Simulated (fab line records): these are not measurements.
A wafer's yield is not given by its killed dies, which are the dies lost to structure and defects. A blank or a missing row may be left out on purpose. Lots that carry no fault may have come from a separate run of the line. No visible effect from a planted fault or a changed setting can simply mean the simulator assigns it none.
Chamber matching / flow nandHarc / NHARC_A_SGD_CUT_DEP_00 on pecvd-03 has 3 sister chambers
The step deposits SiNx, target thk 50 nm. 3 wafers are shown with their chamber, then 9 later ones without.

## WAFERS, EACH WITH ITS CHAMBER
wafer=L085.1; chamber=2; heaterPowerOuterW (W)=471
wafer=L085.5; chamber=1; heaterPowerOuterW (W)=474
wafer=L085.6; chamber=0; heaterPowerOuterW (W)=419

## WAFERS WITH NO CHAMBER GIVEN
wafer=L087.2; heaterPowerOuterW (W)=478
wafer=L087.3; heaterPowerOuterW (W)=446
wafer=L087.5; heaterPowerOuterW (W)=541
wafer=L095.3; heaterPowerOuterW (W)=433
wafer=L095.5; heaterPowerOuterW (W)=433
wafer=L095.6; heaterPowerOuterW (W)=523
wafer=L094.1; heaterPowerOuterW (W)=422
wafer=L094.3; heaterPowerOuterW (W)=436
wafer=L094.5; heaterPowerOuterW (W)=433

## CHAMBER TAKEN BY EACH
wafer=L087.2; from the rows above=can't be placed: 1 or 2 or 0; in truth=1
wafer=L087.3; from the rows above=can't be placed: 2 or 0 or 1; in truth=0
wafer=L087.5; from the rows above=can't be placed: 1 or 2 or 0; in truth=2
wafer=L095.3; from the rows above=can't be placed: 0 or 2 or 1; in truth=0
wafer=L095.5; from the rows above=can't be placed: 0 or 2 or 1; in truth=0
wafer=L095.6; from the rows above=can't be placed: 1 or 2 or 0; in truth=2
wafer=L094.1; from the rows above=can't be placed: 0 or 2 or 1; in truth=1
wafer=L094.3; from the rows above=can't be placed: 0 or 2 or 1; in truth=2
wafer=L094.5; from the rows above=can't be placed: 0 or 2 or 1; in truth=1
Correctly placed: 0 of 9. From these rows, 9 cannot be placed; in 9 the true chamber is one of the candidates. 0 placed wrongly.
How it was worked out, from the rows above alone: a wafer's distance from a chamber is the root of the sum, over the readings, of the square of ((its reading less the chamber's mean) divided by the reading's scatter). If the next closest chamber is less than 2 further off than the closest, the wafer can't be placed; otherwise it belongs to the closest. The mean given for a chamber averages the wafers shown for that chamber. The scatter: with one shown wafer a chamber, the root of the mean of the squares of how far each hidden wafer lies from its nearest shown one.
